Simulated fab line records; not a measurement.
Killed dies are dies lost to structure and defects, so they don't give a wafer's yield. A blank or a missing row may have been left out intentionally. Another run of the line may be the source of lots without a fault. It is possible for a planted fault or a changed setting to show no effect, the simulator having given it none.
Chamber matching || flow n5-finfet || N5_BEOL_M12_CMP_49 on cmp-01 has 4 sister chambers
The step polishes, stops on SiOC, t overpolish 20.6 s, target thk 320 nm. 8 wafers are shown with their chamber, then 9 later ones without.

== WAFERS PAIRED WITH THEIR CHAMBERS ==
{"wafer": "L081.1", "chamber": 1, "motor-current-A (A)": 5.9, "edge-zone-pressure-frac": 0.995}
{"wafer": "L081.4", "chamber": 0, "motor-current-A (A)": 8.0, "edge-zone-pressure-frac": 1.005}
{"wafer": "L083.3", "chamber": 1, "motor-current-A (A)": 6.0, "edge-zone-pressure-frac": 1.003}
{"wafer": "L083.4", "chamber": 0, "motor-current-A (A)": 7.2, "edge-zone-pressure-frac": 1.004}
{"wafer": "L083.5", "chamber": 3, "motor-current-A (A)": 6.3, "edge-zone-pressure-frac": 0.998}
{"wafer": "L084.2", "chamber": 3, "motor-current-A (A)": 5.9, "edge-zone-pressure-frac": 0.995}
{"wafer": "L084.3", "chamber": 2, "motor-current-A (A)": 5.3, "edge-zone-pressure-frac": 1.003}
{"wafer": "L084.6", "chamber": 2, "motor-current-A (A)": 5.3, "edge-zone-pressure-frac": 1.000}

== WAFERS WITHOUT THEIR CHAMBER ==
{"wafer": "L085.2", "motor-current-A (A)": 7.8, "edge-zone-pressure-frac": 1.005}
{"wafer": "L085.5", "motor-current-A (A)": 6.4, "edge-zone-pressure-frac": 1.000}
{"wafer": "L085.6", "motor-current-A (A)": 7.6, "edge-zone-pressure-frac": 1.000}
{"wafer": "L088.1", "motor-current-A (A)": 7.9, "edge-zone-pressure-frac": 1.001}
{"wafer": "L088.3", "motor-current-A (A)": 6.4, "edge-zone-pressure-frac": 1.004}
{"wafer": "L088.4", "motor-current-A (A)": 5.5, "edge-zone-pressure-frac": 1.000}
{"wafer": "L093.4", "motor-current-A (A)": 6.3, "edge-zone-pressure-frac": 0.998}
{"wafer": "L093.5", "motor-current-A (A)": 5.7, "edge-zone-pressure-frac": 0.995}
{"wafer": "L093.6", "motor-current-A (A)": 7.4, "edge-zone-pressure-frac": 0.993}

== WHICH CHAMBER EACH WENT THROUGH ==
{"wafer": "L085.2", "from the rows above": 0, "in truth": 0}
{"wafer": "L085.5", "from the rows above": "can't be placed: 3 or 1", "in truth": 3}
{"wafer": "L085.6", "from the rows above": 0, "in truth": 0}
{"wafer": "L088.1", "from the rows above": 0, "in truth": 0}
{"wafer": "L088.3", "from the rows above": "can't be placed: 1 or 3 or 2 or 0", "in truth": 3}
{"wafer": "L088.4", "from the rows above": "can't be placed: 2 or 1 or 3", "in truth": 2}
{"wafer": "L093.4", "from the rows above": "can't be placed: 3 or 1", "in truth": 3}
{"wafer": "L093.5", "from the rows above": "can't be placed: 3 or 1 or 2", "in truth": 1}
{"wafer": "L093.6", "from the rows above": "can't be placed: 0 or 3 or 1", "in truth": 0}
Placed correctly: 3 of 9. These rows do not allow placing 6 (true chamber among the candidates in 6). 0 placed wrongly.
How it was worked out, from the rows above alone: a wafer's distance from a chamber is the root of the sum, over the readings, of the square of ((its reading less the chamber's mean) divided by the reading's scatter). The wafer belongs to the nearest chamber; if the next one is less than 2 further off, it can't be placed. A chamber's mean is the mean of its shown wafers. The scatter: the root of (the sum of the squares of (reading less its chamber's mean) over the shown wafers, divided by (wafers less chambers)).
